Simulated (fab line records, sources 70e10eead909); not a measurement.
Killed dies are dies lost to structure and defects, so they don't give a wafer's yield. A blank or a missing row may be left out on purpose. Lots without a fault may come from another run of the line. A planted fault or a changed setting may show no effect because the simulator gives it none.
Which tool did it? | flow nand_harc | 24 lots, 72 wafers sampled, at 4 steps of a route of 1302

WHAT THE GAUGES READ, wafer by wafer
NHARC_A_SGD_CUT_INSPECT_25. Usual: raw_defect_count 371, standard deviation 72.
lot  | measured     | on                | raw_defect_count | flag
L075 | day 19 00:35 | defect_inspect-02 | 384 353 437      |
L074 | day 19 03:26 | defect_inspect-02 | 308 356 338      |
L077 | day 20 05:52 | defect_inspect-02 | 325 284 293      |
L076 | day 20 05:52 | defect_inspect-01 | 435 338 431      |
L078 | day 20 21:02 | defect_inspect-01 | 406 412 457      |
L080 | day 21 04:25 | defect_inspect-01 | 314 364 360      |
L081 | day 22 06:37 | defect_inspect-02 | 392 446 514      |
L079 | day 22 06:40 | defect_inspect-01 | 289 272 490      |
L082 | day 23 01:58 | defect_inspect-02 | 415 526 425      |
L083 | day 23 01:58 | defect_inspect-01 | 401 524 389      |
L084 | day 24 01:14 | defect_inspect-02 | 330 547 390      |
L085 | day 24 10:29 | defect_inspect-01 | 354 379 438      |
L087 | day 24 10:32 | defect_inspect-02 | 315 306 366      |
L086 | day 24 19:49 | defect_inspect-01 | 397 532 325      |
L088 | day 25 11:29 | defect_inspect-02 | 462 297 319      |
L089 | day 25 11:23 | defect_inspect-01 | 364 261 308      |
L090 | day 26 05:47 | defect_inspect-02 | 496 522 518      |
L091 | day 26 05:46 | defect_inspect-01 | 353 333 428      |
L093 | day 26 16:15 | defect_inspect-02 | 283 333 281      |
L092 | day 26 16:12 | defect_inspect-01 | 358 368 431      |
L094 | day 27 22:35 | defect_inspect-01 | 389 314 538      |
L095 | day 27 22:36 | defect_inspect-02 | 329 288 346      |
L097 | day 28 07:02 | defect_inspect-02 | 348 306 385      |
L096 | day 28 13:38 | defect_inspect-02 | 290 344 422      |

WHICH TOOL RAN EACH LOT (tool, then ch and the chambers of the sampled wafers, then the start)
lot  | NHARC_A_STAIRCASE_ALD_415        | NHARC_A_STAIRCASE_CMP_152     | NHARC_A_STAIRCASE_CMP_472
L075 | ald_hk-03 ch 0,1,2, day 16 23:01 | cmp-04 ch 0,2,3, day 18 15:31 | cmp-02 ch 0,2, day 18 16:58
L074 | ald_hk-04 ch 2,3, day 17 01:26   | cmp-03 ch 0,2, day 18 18:08   | cmp-02 ch 1,2, day 18 19:31
L077 | ald_hk-01 ch 0,1,3, day 17 23:20 | cmp-04 ch 0,1,2, day 19 20:43 | cmp-04 ch 0,1,3, day 19 22:11
L076 | ald_hk-01 ch 0,2,3, day 18 01:38 | cmp-03 ch 0,1,3, day 19 20:32 | cmp-03 ch 0,1,2, day 19 21:55
L078 | ald_hk-03 ch 0,3, day 18 17:52   | cmp-03 ch 1,3, day 20 11:14   | cmp-04 ch 0,2,3, day 20 12:50
L080 | ald_hk-01 ch 1,2,3, day 18 23:42 | cmp-03 ch 0,1,3, day 20 19:11 | cmp-04 ch 0,1,2, day 20 20:44
L081 | ald_hk-04 ch 0,2,3, day 19 21:04 | cmp-04 ch 0,2,3, day 21 21:10 | cmp-02 ch 0,1,2, day 21 22:42
L079 | ald_hk-04 ch 0,1, day 19 23:47   | cmp-03 ch 0,1,3, day 21 21:43 | cmp-02 ch 1,3, day 21 23:14
L082 | ald_hk-04 ch 1,2,3, day 20 17:19 | cmp-04 ch 1,2,3, day 22 16:37 | cmp-02 ch 0,1,3, day 22 17:59
L083 | ald_hk-01 ch 1,2,3, day 20 18:09 | cmp-04 ch 1,2,3, day 22 17:55 | cmp-04 ch 1,2,3, day 22 19:17
L084 | ald_hk-03 ch 0,1, day 21 14:06   | cmp-03 ch 1,2,3, day 23 16:05 | cmp-04 ch 0,3, day 23 17:27
L085 | ald_hk-03 ch 0,3, day 22 01:07   | cmp-03 ch 0,1, day 24 01:03   | cmp-02 ch 0,2,3, day 24 02:33
L087 | ald_hk-04 ch 0,2,3, day 22 02:56 | cmp-03 ch 0,1,3, day 24 01:16 | cmp-02 ch 1,2,3, day 24 02:49
L086 | ald_hk-04 ch 0,2,3, day 22 08:19 | cmp-04 ch 0,3, day 24 09:10   | cmp-02 ch 1,2,3, day 24 10:34
L088 | ald_hk-01 ch 0,3, day 23 03:13   | cmp-02 ch 1,2,3, day 25 01:35 | cmp-02 ch 2,3, day 25 03:13
L089 | ald_hk-04 ch 0,2,3, day 23 05:29 | cmp-03 ch 0,1, day 25 01:46   | cmp-02 ch 0,1,2, day 25 03:37
L090 | ald_hk-01 ch 0,1,2, day 23 20:05 | cmp-02 ch 0,2,3, day 25 20:31 | cmp-02 ch 0,1,2, day 25 21:53
L091 | ald_hk-01 ch 0,2,3, day 24 00:05 | cmp-02 ch 0,1,2, day 25 20:39 | cmp-03 ch 1,2,3, day 25 22:04
L093 | ald_hk-01 ch 0,1,2, day 24 10:14 | cmp-04 ch 0,2,3, day 26 07:02 | cmp-04 ch 0,1,2, day 26 08:26
L092 | ald_hk-04 ch 0,2, day 24 14:10   | cmp-03 ch 0,2, day 26 06:37   | cmp-02 ch 1,2,3, day 26 08:03
L094 | ald_hk-01 ch 1,2,3, day 25 14:36 | cmp-02 ch 0,2, day 27 11:39   | cmp-02 ch 0,3, day 27 13:13
L095 | ald_hk-03 ch 1,2,3, day 25 14:46 | cmp-04 ch 0,1,2, day 27 11:49 | cmp-04 ch 0,1,2, day 27 13:24
L097 | ald_hk-04 ch 0,2,3, day 26 02:04 | cmp-03 ch 0,2,3, day 27 21:32 | cmp-04 ch 0,1,2, day 27 22:55
L096 | ald_hk-04 ch 0,2,3, day 26 06:06 | cmp-03 ch 1,2, day 28 04:02   | cmp-02 ch 1,2,3, day 28 05:27
- NHARC_A_STAIRCASE_ALD_415: deposits SiO2, target thk 30 nm, pulse time 6 s, ald cycles 300.
- NHARC_A_STAIRCASE_CMP_152: polishes.
- NHARC_A_STAIRCASE_CMP_472: polishes SiO2.

WHAT THE TOOLS THEMSELVES READ (means of the sampled wafers that have a number; where no wafer has one, the mark that the record gives instead)
NHARC_A_STAIRCASE_ALD_415. Usual: heater_power_w 452 W, standard deviation 49; precursor_pulse_height_rel 0.999, standard deviation 0.02.
lot  | tool      | heater_power_w (W) | precursor_pulse_height_rel | flag
L075 | ald_hk-03 | 396                | 0.995                      |
L074 | ald_hk-04 | 459                | 0.974                      |
L077 | ald_hk-01 | 454                | 1.017                      |
L076 | ald_hk-01 | 459                | 0.995                      |
L078 | ald_hk-03 | 437                | 1.006                      |
L080 | ald_hk-01 | 425                | 0.994                      |
L081 | ald_hk-04 | 490                | 0.996                      |
L079 | ald_hk-04 | 491                | 1.015                      |
L082 | ald_hk-04 | 466                | 0.991                      |
L083 | ald_hk-01 | 428                | 1.009                      |
L084 | ald_hk-03 | 374                | 1.008                      |
L085 | ald_hk-03 | 440                | 0.991                      |
L087 | ald_hk-04 | 485                | 1.002                      |
L086 | ald_hk-04 | 484                | 1.010                      |
L088 | ald_hk-01 | 442                | 1.000                      |
L089 | ald_hk-04 | 487                | 0.976                      |
L090 | ald_hk-01 | 434                | 0.995                      |
L091 | ald_hk-01 | 442                | 0.991                      |
L093 | ald_hk-01 | 438                | 0.990                      |
L092 | ald_hk-04 | 456                | 0.971                      |
L094 | ald_hk-01 | 415                | 1.012                      |
L095 | ald_hk-03 | 417                | 1.008                      |
L097 | ald_hk-04 | 485                | 1.003                      |
L096 | ald_hk-04 | 493                | 1.006                      |

NHARC_A_STAIRCASE_CMP_152. Usual: motor_current_A 11.9 A, standard deviation 2.
lot  | tool   | motor_current_A (A) | flag
L075 | cmp-04 | 10.8                |
L074 | cmp-03 | 11.3                |
L077 | cmp-04 | 10.3                |
L076 | cmp-03 | 13.5                |
L078 | cmp-03 | 12.9                |
L080 | cmp-03 | 13.6                |
L081 | cmp-04 | 10.3                |
L079 | cmp-03 | 13.6                |
L082 | cmp-04 | 12.1                |
L083 | cmp-04 | 12.0                |
L084 | cmp-03 | 11.6                |
L085 | cmp-03 | 14.1                |
L087 | cmp-03 | 13.5                |
L086 | cmp-04 | 11.2                |
L088 | cmp-02 | 12.2                |
L089 | cmp-03 | 13.1                |
L090 | cmp-02 | 12.7                |
L091 | cmp-02 | 11.7                |
L093 | cmp-04 | 10.8                |
L092 | cmp-03 | 12.8                |
L094 | cmp-02 | 11.6                |
L095 | cmp-04 | 10.2                |
L097 | cmp-03 | 13.0                |
L096 | cmp-03 | 11.5                |

NHARC_A_STAIRCASE_CMP_472. Usual: motor_current_A 12.0 A, standard deviation 1.5.
lot  | tool   | motor_current_A (A) | flag
L075 | cmp-02 | 12.1                |
L074 | cmp-02 | 11.7                |
L077 | cmp-04 | 10.9                |
L076 | cmp-03 | 12.0                |
L078 | cmp-04 | 10.9                |
L080 | cmp-04 | 10.6                |
L081 | cmp-02 | 11.5                |
L079 | cmp-02 | 12.6                |
L082 | cmp-02 | 12.6                |
L083 | cmp-04 | 11.9                |
L084 | cmp-04 | 9.8                 |
L085 | cmp-02 | 12.3                |
L087 | cmp-02 | 12.3                |
L086 | cmp-02 | 12.4                |
L088 | cmp-02 | 12.3                |
L089 | cmp-02 | 12.1                |
L090 | cmp-02 | 11.9                |
L091 | cmp-03 | 11.9                |
L093 | cmp-04 | 10.4                |
L092 | cmp-02 | 12.1                |
L094 | cmp-02 | 12.5                |
L095 | cmp-04 | 10.5                |
L097 | cmp-04 | 10.2                |
L096 | cmp-02 | 12.4                |

THE ANSWER, worked out from the rows above alone
Rule: a lot is off if the mean of its wafers that have a number lies more than 3 standard deviations from the usual mean. A lot without any number at a reading at which 4 lots or more have one is off too. The other lots that the step has rows for count as sound. The gauges are gone through in route order, then the tools' own readings, and for those a lot's mean is taken as printed above. The first step at which some lot is off is used, and at that step the reading that is off furthest; a lot without a number counts as furthest.
No lot is off at any reading shown: from this, nothing can be told.

WHAT THE SIMULATOR HAD PUT IN
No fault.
